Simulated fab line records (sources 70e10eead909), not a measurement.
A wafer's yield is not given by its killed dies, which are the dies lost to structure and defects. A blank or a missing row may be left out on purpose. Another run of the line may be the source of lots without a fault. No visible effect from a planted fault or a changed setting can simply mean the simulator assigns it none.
fab line records / flow nand_harc
record: lots: 13 wafers: 39 last_day: 33
route steps=1302 shown P_ZERO_WELL@26 P_STI@89
lots untouched by any fault: they come from a run of this same line in which no faults occurred
start_h: start of the lot's first displayed wafer, in hours after the record's first day / wait_h: how many hours have passed since the lot's step before this one / " unchanged from the row above / L1.1+2: several wafers, shown together as one row / - no value, or no start was given / * or withheld: withheld / < > ~ a bound
route shown NAME@n: a module of which the file shows steps, and the number in the route of the first / usual: mean and standard deviation over wafers with no fault / same: alike in all rows / chamber/n: place in a boat / sites: the reading at each site / _std_site: standard deviation across them / _edge_site: inner sites' mean taken away from outer sites' mean / radius_mm: for every site, how far away it sits from the centre of the wafer / mask NAME#n: copy n / behind: the tool/chamber that last shaped the wafer / hold: why the lot went on hold/how many hours it stayed there/how the hold came to an end / device: transistor that didn't switch, given as n, p or np / end of line: at the end of the route, the tests of the same wafers / a step with no rows: only its recipe / killed: dies lost to structure and defects at the first sort, not the wafer's yield / map: a wafer's dies, x killed, . not, _ none there
set.NAME: the setting that was run; set.NAME@STEP: the one run at that earlier step / model.NAME: the simulator's own value behind a step, which no gauge read
a sample of lots followed through the steps of the route, with each step as a table and each wafer as a row
services: a tool's chamber out of use, with start hour (start_h, from the record's first day; less than 0 if before it), hours out, and reason
== steps ==
step: NHARC_P_ZERO_WELL_EXPOSE_21
recipe: na: 0.6 target_cd_nm: 720 dose_mj: 22.31 mask_id: P_NWELL
lot.wafer=L685.1+4+6 tool=krf_scanner-04 chamber=0 start_h=32.38 wait_h=- mask=P_NWELL#0
lot.wafer=L686.2+3+4 tool=krf_scanner-03 chamber=0 start_h=42.36 wait_h=- mask=P_NWELL#0
lot.wafer=L688.1+2+6 tool=krf_scanner-04 chamber=0 start_h=62.30 wait_h=- mask=P_NWELL#0
lot.wafer=L689.2+5+6 tool=krf_scanner-04 chamber=0 start_h=72.33 wait_h=- mask=P_NWELL#0
lot.wafer=L690.1+2+4 tool=krf_scanner-03 chamber=0 start_h=82.42 wait_h=- mask=P_NWELL#0
lot.wafer=L691.1+3+5 tool=krf_scanner-02 chamber=0 start_h=92.89 wait_h=- mask=P_NWELL#0
lot.wafer=L693.1+2+4 tool=krf_scanner-04 chamber=0 start_h=112.80 wait_h=- mask=P_NWELL#0
lot.wafer=L694.1+4+6 tool=krf_scanner-04 chamber=0 start_h=122.36 wait_h=- mask=P_NWELL#0
lot.wafer=L698.3+5+6 tool=krf_scanner-04 chamber=0 start_h=162.47 wait_h=- mask=P_PWELL#0
lot.wafer=L704.1+3+6 tool=krf_scanner-02 chamber=0 start_h=223.62 wait_h=- mask=P_NWELL#0
lot.wafer=L705.3+4+5 tool=krf_scanner-03 chamber=0 start_h=232.32 wait_h=- mask=P_NWELL#0
lot.wafer=L706.1+4+6 tool=krf_scanner-03 chamber=0 start_h=242.23 wait_h=- mask=P_NWELL#0
lot.wafer=L707.3+4+6 tool=krf_scanner-03 chamber=0 start_h=252.20 wait_h=- mask=P_NWELL#0
step: NHARC_P_ZERO_WELL_CD_MEAS_24
recipe: target_cd_nm: 720 landing_energy_ev: 500
usual: cd_nm: 719.4/2
lot.wafer=L685.1 tool=cd_sem-02 chamber=0 start_h=32.53 wait_h=- cd_nm=721.5
lot.wafer=L685.4 tool=cd_sem-02 chamber=0 start_h=32.53 wait_h=- cd_nm=719.6
lot.wafer=L685.6 tool=cd_sem-02 chamber=0 start_h=32.53 wait_h=- cd_nm=721.8
lot.wafer=L686.2 tool=cd_sem-03 chamber=0 start_h=42.52 wait_h=- cd_nm=717.9
lot.wafer=L686.3 tool=cd_sem-03 chamber=0 start_h=42.52 wait_h=- cd_nm=718.4
lot.wafer=L686.4 tool=cd_sem-03 chamber=0 start_h=42.52 wait_h=- cd_nm=719.8
lot.wafer=L688.1 tool=cd_sem-01 chamber=0 start_h=62.46 wait_h=- cd_nm=717.6
lot.wafer=L688.2 tool=cd_sem-01 chamber=0 start_h=62.46 wait_h=- cd_nm=719.7
lot.wafer=L688.6 tool=cd_sem-01 chamber=0 start_h=62.46 wait_h=- cd_nm=719.5
lot.wafer=L689.2 tool=cd_sem-03 chamber=0 start_h=72.48 wait_h=- cd_nm=721.0
lot.wafer=L689.5 tool=cd_sem-03 chamber=0 start_h=72.48 wait_h=- cd_nm=720.1
lot.wafer=L689.6 tool=cd_sem-03 chamber=0 start_h=72.48 wait_h=- cd_nm=720.9
lot.wafer=L690.1 tool=cd_sem-03 chamber=0 start_h=82.57 wait_h=- cd_nm=719.0
lot.wafer=L690.2 tool=cd_sem-03 chamber=0 start_h=82.57 wait_h=- cd_nm=721.1
lot.wafer=L690.4 tool=cd_sem-03 chamber=0 start_h=82.57 wait_h=- cd_nm=721.7
lot.wafer=L691.1 tool=cd_sem-01 chamber=0 start_h=93.04 wait_h=- cd_nm=721.3
lot.wafer=L691.3 tool=cd_sem-01 chamber=0 start_h=93.04 wait_h=- cd_nm=719.4
lot.wafer=L691.5 tool=cd_sem-01 chamber=0 start_h=93.04 wait_h=- cd_nm=721.1
lot.wafer=L693.1 tool=cd_sem-01 chamber=0 start_h=112.96 wait_h=- cd_nm=718.7
lot.wafer=L693.2 tool=cd_sem-01 chamber=0 start_h=112.96 wait_h=- cd_nm=721.4
lot.wafer=L693.4 tool=cd_sem-01 chamber=0 start_h=112.96 wait_h=- cd_nm=719.9
lot.wafer=L694.1 tool=cd_sem-03 chamber=0 start_h=122.52 wait_h=- cd_nm=713.9
lot.wafer=L694.4 tool=cd_sem-03 chamber=0 start_h=122.52 wait_h=- cd_nm=714.7
lot.wafer=L694.6 tool=cd_sem-03 chamber=0 start_h=122.52 wait_h=- cd_nm=716.1
lot.wafer=L698.3 tool=cd_sem-01 chamber=0 start_h=162.62 wait_h=- cd_nm=-
lot.wafer=L698.5 tool=cd_sem-01 chamber=0 start_h=162.62 wait_h=- cd_nm=-
lot.wafer=L698.6 tool=cd_sem-01 chamber=0 start_h=162.62 wait_h=- cd_nm=-
lot.wafer=L704.1 tool=cd_sem-02 chamber=0 start_h=223.78 wait_h=- cd_nm=723.9
lot.wafer=L704.3 tool=cd_sem-02 chamber=0 start_h=223.78 wait_h=- cd_nm=722.6
lot.wafer=L704.6 tool=cd_sem-02 chamber=0 start_h=223.78 wait_h=- cd_nm=718.9
lot.wafer=L705.3 tool=cd_sem-03 chamber=0 start_h=232.48 wait_h=- cd_nm=718.8
lot.wafer=L705.4 tool=cd_sem-03 chamber=0 start_h=232.48 wait_h=- cd_nm=722.0
lot.wafer=L705.5 tool=cd_sem-03 chamber=0 start_h=232.48 wait_h=- cd_nm=722.4
lot.wafer=L706.1 tool=cd_sem-03 chamber=0 start_h=242.39 wait_h=- cd_nm=717.8
lot.wafer=L706.4 tool=cd_sem-03 chamber=0 start_h=242.39 wait_h=- cd_nm=720.8
lot.wafer=L706.6 tool=cd_sem-03 chamber=0 start_h=242.39 wait_h=- cd_nm=718.2
lot.wafer=L707.3 tool=cd_sem-02 chamber=0 start_h=252.35 wait_h=- cd_nm=718.1
lot.wafer=L707.4 tool=cd_sem-02 chamber=0 start_h=252.35 wait_h=- cd_nm=718.0
lot.wafer=L707.6 tool=cd_sem-02 chamber=0 start_h=252.35 wait_h=- cd_nm=717.7
step: NHARC_P_STI_ETCH_31
recipe: target_depth_a: 1089 time_s: 54.5 cf4_flow_sccm: 100 chf3_flow_sccm: 30 ar_flow_sccm: 0 rf_w: 500 bias_w: 200 chemistry: CF4/CHF3
usual: drypump_motor_current_A: 6.0/0.45 oes_product_au: 0.960/0.016 rf_vpp_V: 370.4/2 showerhead_plenum_p_Torr: 1.57/0.051 throttle_valve_pct: 16.803/0.0089
lot.wafer=L685.4 tool=rie_diel-08 chamber=1 start_h=- wait_h=- drypump_motor_current_A=6.5 oes_product_au=0.973 rf_hours_counter_h=3 rf_vpp_V=369.4 showerhead_plenum_p_Torr=1.52 throttle_valve_pct=16.794
lot.wafer=L685.1 tool=rie_diel-08 chamber=2 start_h=- wait_h=- drypump_motor_current_A=5.9 oes_product_au=0.954 rf_hours_counter_h=3 rf_vpp_V=368.5 showerhead_plenum_p_Torr=1.55 throttle_valve_pct=16.816
lot.wafer=L685.6 tool=rie_diel-08 chamber=2 start_h=- wait_h=- drypump_motor_current_A=5.9 oes_product_au=0.959 rf_hours_counter_h=- rf_vpp_V=370.0 showerhead_plenum_p_Torr=1.55 throttle_valve_pct=16.800
lot.wafer=L686.2 tool=rie_diel-05 chamber=1 start_h=- wait_h=- drypump_motor_current_A=6.0 oes_product_au=0.953 rf_hours_counter_h=0 rf_vpp_V=369.6 showerhead_plenum_p_Torr=1.53 throttle_valve_pct=16.793
lot.wafer=L686.3 tool=rie_diel-05 chamber=2 start_h=- wait_h=- drypump_motor_current_A=6.4 oes_product_au=0.966 rf_hours_counter_h=0 rf_vpp_V=373.7 showerhead_plenum_p_Torr=1.64 throttle_valve_pct=16.799
lot.wafer=L686.4 tool=rie_diel-05 chamber=3 start_h=- wait_h=- drypump_motor_current_A=6.1 oes_product_au=0.973 rf_hours_counter_h=0 rf_vpp_V=372.3 showerhead_plenum_p_Torr=1.63 throttle_valve_pct=16.800
lot.wafer=L688.2 tool=rie_diel-05 chamber=1 start_h=- wait_h=- drypump_motor_current_A=6.0 oes_product_au=0.957 rf_hours_counter_h=1 rf_vpp_V=369.8 showerhead_plenum_p_Torr=1.53 throttle_valve_pct=16.789
lot.wafer=L688.1 tool=rie_diel-05 chamber=2 start_h=- wait_h=- drypump_motor_current_A=6.3 oes_product_au=0.965 rf_hours_counter_h=1 rf_vpp_V=371.8 showerhead_plenum_p_Torr=1.64 throttle_valve_pct=16.812
lot.wafer=L688.6 tool=rie_diel-05 chamber=1 start_h=- wait_h=- drypump_motor_current_A=6.0 oes_product_au=0.950 rf_hours_counter_h=- rf_vpp_V=368.5 showerhead_plenum_p_Torr=1.53 throttle_valve_pct=16.806
lot.wafer=L689.2 tool=rie_diel-05 chamber=0 start_h=- wait_h=- drypump_motor_current_A=6.0 oes_product_au=0.938 rf_hours_counter_h=1 rf_vpp_V=371.5 showerhead_plenum_p_Torr=1.59 throttle_valve_pct=16.810
lot.wafer=L689.5 tool=rie_diel-05 chamber=2 start_h=- wait_h=- drypump_motor_current_A=6.4 oes_product_au=0.963 rf_hours_counter_h=- rf_vpp_V=373.5 showerhead_plenum_p_Torr=1.64 throttle_valve_pct=16.796
lot.wafer=L689.6 tool=rie_diel-05 chamber=3 start_h=- wait_h=- drypump_motor_current_A=6.2 oes_product_au=0.949 rf_hours_counter_h=- rf_vpp_V=371.7 showerhead_plenum_p_Torr=1.63 throttle_valve_pct=16.798
lot.wafer=L690.4 tool=rie_diel-05 chamber=0 start_h=- wait_h=- drypump_motor_current_A=6.0 oes_product_au=0.950 rf_hours_counter_h=1 rf_vpp_V=370.8 showerhead_plenum_p_Torr=1.59 throttle_valve_pct=16.786
lot.wafer=L690.1 tool=rie_diel-05 chamber=2 start_h=- wait_h=- drypump_motor_current_A=6.4 oes_product_au=0.980 rf_hours_counter_h=1 rf_vpp_V=372.8 showerhead_plenum_p_Torr=1.64 throttle_valve_pct=16.804
lot.wafer=L690.2 tool=rie_diel-05 chamber=3 start_h=- wait_h=- drypump_motor_current_A=6.1 oes_product_au=0.946 rf_hours_counter_h=1 rf_vpp_V=372.5 showerhead_plenum_p_Torr=1.63 throttle_valve_pct=16.807
lot.wafer=L691.3 tool=rie_diel-06 chamber=0 start_h=- wait_h=- drypump_motor_current_A=6.8 oes_product_au=0.938 rf_hours_counter_h=9 rf_vpp_V=367.6 showerhead_plenum_p_Torr=1.51 throttle_valve_pct=16.799
lot.wafer=L691.1 tool=rie_diel-06 chamber=3 start_h=- wait_h=- drypump_motor_current_A=4.9 oes_product_au=0.942 rf_hours_counter_h=10 rf_vpp_V=367.1 showerhead_plenum_p_Torr=1.48 throttle_valve_pct=16.793
lot.wafer=L691.5 tool=rie_diel-06 chamber=1 start_h=- wait_h=- drypump_motor_current_A=6.2 oes_product_au=0.959 rf_hours_counter_h=- rf_vpp_V=368.2 showerhead_plenum_p_Torr=1.47 throttle_valve_pct=16.803
lot.wafer=L693.1 tool=rie_diel-08 chamber=1 start_h=- wait_h=- drypump_motor_current_A=6.5 oes_product_au=0.943 rf_hours_counter_h=9 rf_vpp_V=369.2 showerhead_plenum_p_Torr=1.52 throttle_valve_pct=16.825
lot.wafer=L693.2 tool=rie_diel-08 chamber=3 start_h=- wait_h=- drypump_motor_current_A=5.7 oes_product_au=0.957 rf_hours_counter_h=9 rf_vpp_V=372.8 showerhead_plenum_p_Torr=1.63 throttle_valve_pct=16.814
lot.wafer=L693.4 tool=rie_diel-08 chamber=2 start_h=- wait_h=- drypump_motor_current_A=5.9 oes_product_au=0.948 rf_hours_counter_h=- rf_vpp_V=369.9 showerhead_plenum_p_Torr=1.55 throttle_valve_pct=16.796
lot.wafer=L694.1 tool=rie_diel-08 chamber=1 start_h=- wait_h=- drypump_motor_current_A=6.5 oes_product_au=0.920 rf_hours_counter_h=10 rf_vpp_V=369.2 showerhead_plenum_p_Torr=1.52 throttle_valve_pct=16.799
lot.wafer=L694.4 tool=rie_diel-08 chamber=3 start_h=- wait_h=- drypump_motor_current_A=5.7 oes_product_au=0.926 rf_hours_counter_h=10 rf_vpp_V=372.1 showerhead_plenum_p_Torr=1.63 throttle_valve_pct=16.814
lot.wafer=L694.6 tool=rie_diel-08 chamber=1 start_h=- wait_h=- drypump_motor_current_A=6.5 oes_product_au=0.920 rf_hours_counter_h=- rf_vpp_V=369.5 showerhead_plenum_p_Torr=1.52 throttle_valve_pct=16.786
lot.wafer=L704.1 tool=rie_diel-06 chamber=0 start_h=- wait_h=- drypump_motor_current_A=6.8 oes_product_au=0.946 rf_hours_counter_h=7 rf_vpp_V=367.6 showerhead_plenum_p_Torr=1.51 throttle_valve_pct=16.811
lot.wafer=L704.3 tool=rie_diel-06 chamber=2 start_h=- wait_h=- drypump_motor_current_A=6.0 oes_product_au=0.960 rf_hours_counter_h=7 rf_vpp_V=370.0 showerhead_plenum_p_Torr=1.55 throttle_valve_pct=16.804
lot.wafer=L704.6 tool=rie_diel-06 chamber=1 start_h=- wait_h=- drypump_motor_current_A=6.2 oes_product_au=0.937 rf_hours_counter_h=- rf_vpp_V=366.9 showerhead_plenum_p_Torr=1.47 throttle_valve_pct=16.804
lot.wafer=L705.3 tool=rie_diel-05 chamber=2 start_h=- wait_h=- drypump_motor_current_A=6.3 oes_product_au=0.981 rf_hours_counter_h=1 rf_vpp_V=374.2 showerhead_plenum_p_Torr=1.63 throttle_valve_pct=16.800
lot.wafer=L705.4 tool=rie_diel-05 chamber=3 start_h=- wait_h=- drypump_motor_current_A=6.1 oes_product_au=0.985 rf_hours_counter_h=1 rf_vpp_V=374.5 showerhead_plenum_p_Torr=1.63 throttle_valve_pct=16.808
lot.wafer=L705.5 tool=rie_diel-05 chamber=1 start_h=- wait_h=- drypump_motor_current_A=6.0 oes_product_au=0.950 rf_hours_counter_h=- rf_vpp_V=370.8 showerhead_plenum_p_Torr=1.53 throttle_valve_pct=16.811
lot.wafer=L706.4 tool=rie_diel-08 chamber=2 start_h=- wait_h=- drypump_motor_current_A=5.9 oes_product_au=0.967 rf_hours_counter_h=5 rf_vpp_V=369.8 showerhead_plenum_p_Torr=1.55 throttle_valve_pct=16.794
lot.wafer=L706.1 tool=rie_diel-08 chamber=3 start_h=- wait_h=- drypump_motor_current_A=5.7 oes_product_au=0.961 rf_hours_counter_h=5 rf_vpp_V=372.1 showerhead_plenum_p_Torr=1.62 throttle_valve_pct=16.792
lot.wafer=L706.6 tool=rie_diel-08 chamber=1 start_h=- wait_h=- drypump_motor_current_A=6.5 oes_product_au=0.978 rf_hours_counter_h=- rf_vpp_V=369.4 showerhead_plenum_p_Torr=1.52 throttle_valve_pct=16.815
lot.wafer=L707.4 tool=rie_diel-05 chamber=1 start_h=- wait_h=- drypump_motor_current_A=6.0 oes_product_au=0.950 rf_hours_counter_h=2 rf_vpp_V=368.7 showerhead_plenum_p_Torr=1.53 throttle_valve_pct=16.815
lot.wafer=L707.3 tool=rie_diel-05 chamber=2 start_h=- wait_h=- drypump_motor_current_A=6.4 oes_product_au=0.978 rf_hours_counter_h=2 rf_vpp_V=372.5 showerhead_plenum_p_Torr=1.63 throttle_valve_pct=16.822
lot.wafer=L707.6 tool=rie_diel-05 chamber=1 start_h=- wait_h=- drypump_motor_current_A=6.0 oes_product_au=0.958 rf_hours_counter_h=- rf_vpp_V=369.7 showerhead_plenum_p_Torr=1.53 throttle_valve_pct=16.819
step: NHARC_P_STI_CD_MEAS_16
usual: cd_nm: 197.7/2.1
lot.wafer=L685.1 tool=cd_sem-02 chamber=- start_h=53.54 wait_h=- cd_nm=196.4
lot.wafer=L685.4 tool=cd_sem-02 chamber=- start_h=53.54 wait_h=- cd_nm=196.3
lot.wafer=L685.6 tool=cd_sem-02 chamber=- start_h=53.54 wait_h=- cd_nm=195.8
lot.wafer=L686.2 tool=cd_sem-02 chamber=- start_h=65.02 wait_h=- cd_nm=199.1
lot.wafer=L686.3 tool=cd_sem-02 chamber=- start_h=65.02 wait_h=- cd_nm=196.7
lot.wafer=L686.4 tool=cd_sem-02 chamber=- start_h=65.02 wait_h=- cd_nm=198.1
lot.wafer=L688.1 tool=cd_sem-03 chamber=- start_h=84.41 wait_h=- cd_nm=199.0
lot.wafer=L688.2 tool=cd_sem-03 chamber=- start_h=84.41 wait_h=- cd_nm=199.0
lot.wafer=L688.6 tool=cd_sem-03 chamber=- start_h=84.41 wait_h=- cd_nm=195.1
lot.wafer=L689.2 tool=cd_sem-03 chamber=- start_h=97.13 wait_h=- cd_nm=195.5
lot.wafer=L689.5 tool=cd_sem-03 chamber=- start_h=97.13 wait_h=- cd_nm=195.7
lot.wafer=L689.6 tool=cd_sem-03 chamber=- start_h=97.13 wait_h=- cd_nm=196.8
lot.wafer=L690.1 tool=cd_sem-01 chamber=- start_h=106.12 wait_h=- cd_nm=199.1
lot.wafer=L690.2 tool=cd_sem-01 chamber=- start_h=106.12 wait_h=- cd_nm=201.6
lot.wafer=L690.4 tool=cd_sem-01 chamber=- start_h=106.12 wait_h=- cd_nm=198.5
lot.wafer=L691.1 tool=cd_sem-01 chamber=- start_h=114.19 wait_h=- cd_nm=199.5
lot.wafer=L691.3 tool=cd_sem-01 chamber=- start_h=114.19 wait_h=- cd_nm=195.4
lot.wafer=L691.5 tool=cd_sem-01 chamber=- start_h=114.19 wait_h=- cd_nm=197.7
lot.wafer=L693.1 tool=cd_sem-02 chamber=- start_h=138.04 wait_h=- cd_nm=195.8
lot.wafer=L693.2 tool=cd_sem-02 chamber=- start_h=138.04 wait_h=- cd_nm=196.6
lot.wafer=L693.4 tool=cd_sem-02 chamber=- start_h=138.04 wait_h=- cd_nm=193.2
lot.wafer=L694.1 tool=cd_sem-03 chamber=- start_h=146.82 wait_h=- cd_nm=193.2
lot.wafer=L694.4 tool=cd_sem-03 chamber=- start_h=146.82 wait_h=- cd_nm=200.7
lot.wafer=L694.6 tool=cd_sem-03 chamber=- start_h=146.82 wait_h=- cd_nm=197.4
lot.wafer=L704.1 tool=cd_sem-02 chamber=- start_h=244.25 wait_h=- cd_nm=196.6
lot.wafer=L704.3 tool=cd_sem-02 chamber=- start_h=244.25 wait_h=- cd_nm=201.1
lot.wafer=L704.6 tool=cd_sem-02 chamber=- start_h=244.25 wait_h=- cd_nm=201.6
lot.wafer=L705.3 tool=cd_sem-02 chamber=- start_h=254.43 wait_h=- cd_nm=197.5
lot.wafer=L705.4 tool=cd_sem-02 chamber=- start_h=254.43 wait_h=- cd_nm=196.2
lot.wafer=L705.5 tool=cd_sem-02 chamber=- start_h=254.43 wait_h=- cd_nm=199.3
lot.wafer=L706.1 tool=cd_sem-02 chamber=- start_h=263.37 wait_h=- cd_nm=198.3
lot.wafer=L706.4 tool=cd_sem-02 chamber=- start_h=263.37 wait_h=- cd_nm=196.5
lot.wafer=L706.6 tool=cd_sem-02 chamber=- start_h=263.37 wait_h=- cd_nm=199.5
lot.wafer=L707.3 tool=cd_sem-01 chamber=- start_h=275.58 wait_h=- cd_nm=198.2
lot.wafer=L707.4 tool=cd_sem-01 chamber=- start_h=275.58 wait_h=- cd_nm=199.7
lot.wafer=L707.6 tool=cd_sem-01 chamber=- start_h=275.58 wait_h=- cd_nm=198.2
step: NHARC_P_STI_CMP_21
recipe: t_overpolish_s: 20 target_thk_nm: 380.67
usual: motor_current_A: 11.6/0.87 overpolish_run_s: 20.000/0.01
lot.wafer=L685.4 tool=cmp-04 chamber=2 start_h=70.48 wait_h=0.4 motor_current_A=12.2 overpolish_run_s=19.993
lot.wafer=L685.1 tool=cmp-04 chamber=0 start_h=70.48 wait_h=0.4 motor_current_A=12.8 overpolish_run_s=19.999
lot.wafer=L685.6 tool=cmp-04 chamber=2 start_h=70.48 wait_h=0.4 motor_current_A=12.1 overpolish_run_s=19.986
lot.wafer=L686.4 tool=cmp-02 chamber=3 start_h=82.42 wait_h=0.4 motor_current_A=10.5 overpolish_run_s=19.997
lot.wafer=L686.3 tool=cmp-02 chamber=0 start_h=82.42 wait_h=0.4 motor_current_A=12.5 overpolish_run_s=20.003
lot.wafer=L686.2 tool=cmp-02 chamber=1 start_h=82.42 wait_h=0.4 motor_current_A=10.7 overpolish_run_s=20.002
lot.wafer=L688.1 tool=cmp-04 chamber=0 start_h=103.70 wait_h=0.4 motor_current_A=12.1 overpolish_run_s=19.996
lot.wafer=L688.2 tool=cmp-04 chamber=1 start_h=103.70 wait_h=0.4 motor_current_A=12.9 overpolish_run_s=20.001
lot.wafer=L688.6 tool=cmp-04 chamber=1 start_h=103.70 wait_h=0.4 motor_current_A=13.1 overpolish_run_s=19.992
lot.wafer=L689.2 tool=cmp-02 chamber=3 start_h=114.21 wait_h=0.4 motor_current_A=11.8 overpolish_run_s=20.004
lot.wafer=L689.5 tool=cmp-02 chamber=0 start_h=114.21 wait_h=0.4 motor_current_A=13.0 overpolish_run_s=20.003
lot.wafer=L689.6 tool=cmp-02 chamber=1 start_h=114.21 wait_h=0.4 motor_current_A=11.0 overpolish_run_s=19.986
lot.wafer=L690.2 tool=cmp-02 chamber=2 start_h=127.77 wait_h=0.4 motor_current_A=11.9 overpolish_run_s=19.989
lot.wafer=L690.1 tool=cmp-02 chamber=3 start_h=127.77 wait_h=0.4 motor_current_A=10.6 overpolish_run_s=20.012
lot.wafer=L690.4 tool=cmp-02 chamber=0 start_h=127.77 wait_h=0.4 motor_current_A=12.4 overpolish_run_s=20.004
lot.wafer=L691.3 tool=cmp-03 chamber=2 start_h=135.25 wait_h=0.4 motor_current_A=11.8 overpolish_run_s=19.992
lot.wafer=L691.1 tool=cmp-03 chamber=3 start_h=135.25 wait_h=0.4 motor_current_A=10.7 overpolish_run_s=20.001
lot.wafer=L691.5 tool=cmp-03 chamber=0 start_h=135.25 wait_h=0.4 motor_current_A=12.0 overpolish_run_s=19.989
lot.wafer=L693.1 tool=cmp-04 chamber=3 start_h=158.88 wait_h=0.4 motor_current_A=10.9 overpolish_run_s=20.007
lot.wafer=L693.4 tool=cmp-04 chamber=0 start_h=158.88 wait_h=0.4 motor_current_A=12.3 overpolish_run_s=19.987
lot.wafer=L693.2 tool=cmp-04 chamber=1 start_h=158.88 wait_h=0.4 motor_current_A=13.0 overpolish_run_s=20.011
lot.wafer=L694.1 tool=cmp-02 chamber=1 start_h=164.89 wait_h=0.4 motor_current_A=10.9 overpolish_run_s=19.996
lot.wafer=L694.4 tool=cmp-02 chamber=0 start_h=164.89 wait_h=0.4 motor_current_A=12.7 overpolish_run_s=20.013
lot.wafer=L694.6 tool=cmp-02 chamber=2 start_h=164.89 wait_h=0.4 motor_current_A=10.8 overpolish_run_s=19.980
lot.wafer=L704.3 tool=cmp-04 chamber=2 start_h=264.17 wait_h=0.4 motor_current_A=12.5 overpolish_run_s=19.983
lot.wafer=L704.1 tool=cmp-04 chamber=3 start_h=264.17 wait_h=0.4 motor_current_A=11.1 overpolish_run_s=20.032
lot.wafer=L704.6 tool=cmp-04 chamber=3 start_h=264.17 wait_h=0.4 motor_current_A=10.6 overpolish_run_s=19.991
lot.wafer=L705.3 tool=cmp-03 chamber=1 start_h=271.30 wait_h=0.4 motor_current_A=11.2 overpolish_run_s=20.008
lot.wafer=L705.4 tool=cmp-03 chamber=2 start_h=271.30 wait_h=0.4 motor_current_A=11.3 overpolish_run_s=19.998
lot.wafer=L705.5 tool=cmp-03 chamber=1 start_h=271.30 wait_h=0.4 motor_current_A=11.0 overpolish_run_s=20.007
lot.wafer=L706.1 tool=cmp-03 chamber=3 start_h=280.90 wait_h=0.4 motor_current_A=10.8 overpolish_run_s=20.018
lot.wafer=L706.4 tool=cmp-03 chamber=1 start_h=280.90 wait_h=0.4 motor_current_A=10.9 overpolish_run_s=20.010
lot.wafer=L706.6 tool=cmp-03 chamber=3 start_h=280.90 wait_h=0.4 motor_current_A=10.5 overpolish_run_s=20.002
lot.wafer=L707.3 tool=cmp-03 chamber=3 start_h=292.16 wait_h=0.4 motor_current_A=10.6 overpolish_run_s=20.007
lot.wafer=L707.4 tool=cmp-03 chamber=0 start_h=292.16 wait_h=0.4 motor_current_A=11.9 overpolish_run_s=20.010
lot.wafer=L707.6 tool=cmp-03 chamber=3 start_h=292.16 wait_h=0.4 motor_current_A=10.7 overpolish_run_s=20.007
== services ==
tool=krf_scanner-04 chamber=- start_h=10.00 hours=4.0 kind=pm
tool=rie_diel-08 chamber=0 start_h=10.23 hours=4.4 kind=repair
tool=cmp-04 chamber=- start_h=13.00 hours=4.0 kind=pm
tool=rie_diel-08 chamber=- start_h=13.80 hours=9.0 kind=pm
tool=cmp-03 chamber=- start_h=17.19 hours=14.8 kind=repair
tool=krf_scanner-03 chamber=- start_h=31.36 hours=0.5 kind=repair
tool=cmp-02 chamber=- start_h=36.51 hours=4.0 kind=pm
tool=krf_scanner-03 chamber=- start_h=38.46 hours=1.8 kind=repair
tool=krf_scanner-03 chamber=- start_h=52.00 hours=4.0 kind=pm
tool=rie_diel-05 chamber=- start_h=52.60 hours=9.0 kind=pm
tool=cmp-03 chamber=- start_h=64.15 hours=4.0 kind=pm
tool=rie_diel-08 chamber=2 start_h=71.35 hours=9.8 kind=repair
tool=krf_scanner-04 chamber=- start_h=78.97 hours=0.2 kind=repair
tool=cmp-04 chamber=- start_h=111.00 hours=4.0 kind=pm
tool=krf_scanner-03 chamber=- start_h=112.27 hours=1.0 kind=repair
tool=cmp-03 chamber=- start_h=132.29 hours=0.8 kind=repair
tool=rie_diel-05 chamber=1 start_h=168.02 hours=8.7 kind=repair
tool=krf_scanner-04 chamber=- start_h=175.64 hours=1.3 kind=repair
tool=krf_scanner-04 chamber=- start_h=182.00 hours=4.0 kind=pm
tool=rie_diel-05 chamber=- start_h=203.84 hours=0.3 kind=repair
tool=krf_scanner-04 chamber=- start_h=214.45 hours=0.2 kind=repair
tool=krf_scanner-03 chamber=- start_h=224.00 hours=4.0 kind=pm
tool=rie_diel-05 chamber=- start_h=229.60 hours=9.0 kind=pm
tool=rie_diel-05 chamber=0 start_h=287.59 hours=28.2 kind=repair
== key ==
first_sign: step: NHARC_P_ZERO_WELL_EXPOSE_21 reading: mask direction: changed
effect: step: NHARC_P_ZERO_WELL_CD_MEAS_24 reading: cd_nm direction: missing
met_at NHARC_P_ZERO_WELL_EXPOSE_21
struck_lots L698
later_rows_left_out L698.3,L698.5,L698.6
sort_left_out L698.3,L698.5,L698.6
tester_left_out L698
not_acting_at NHARC_P_STI_ETCH_31,NHARC_P_STI_CD_MEAS_16,NHARC_P_STI_CMP_21
onset_between 122.36 162.47
fault: kind: wrong_mask tool: any chamber: - onset_h: 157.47 steps: NHARC_P_ZERO_WELL_EXPOSE_21 aux_copy: P_PWELL#0 scope: struck_lots_only
tester_left_out: of these lots the tester's yield and bins aren't shown, on N5 and GAA mostly nor the transistor test; their killed dies are dies lost to structure and defects alone, not to doping, threshold or leakage, so they don't give the yield
sort_left_out: the simulated sort isn't trusted on such a fault, so these wafers' sort isn't shown, and their yield isn't known
later_rows_left_out: the simulator's readings of these wafers behind a module that went badly wrong aren't trusted and aren't shown, but for the sort
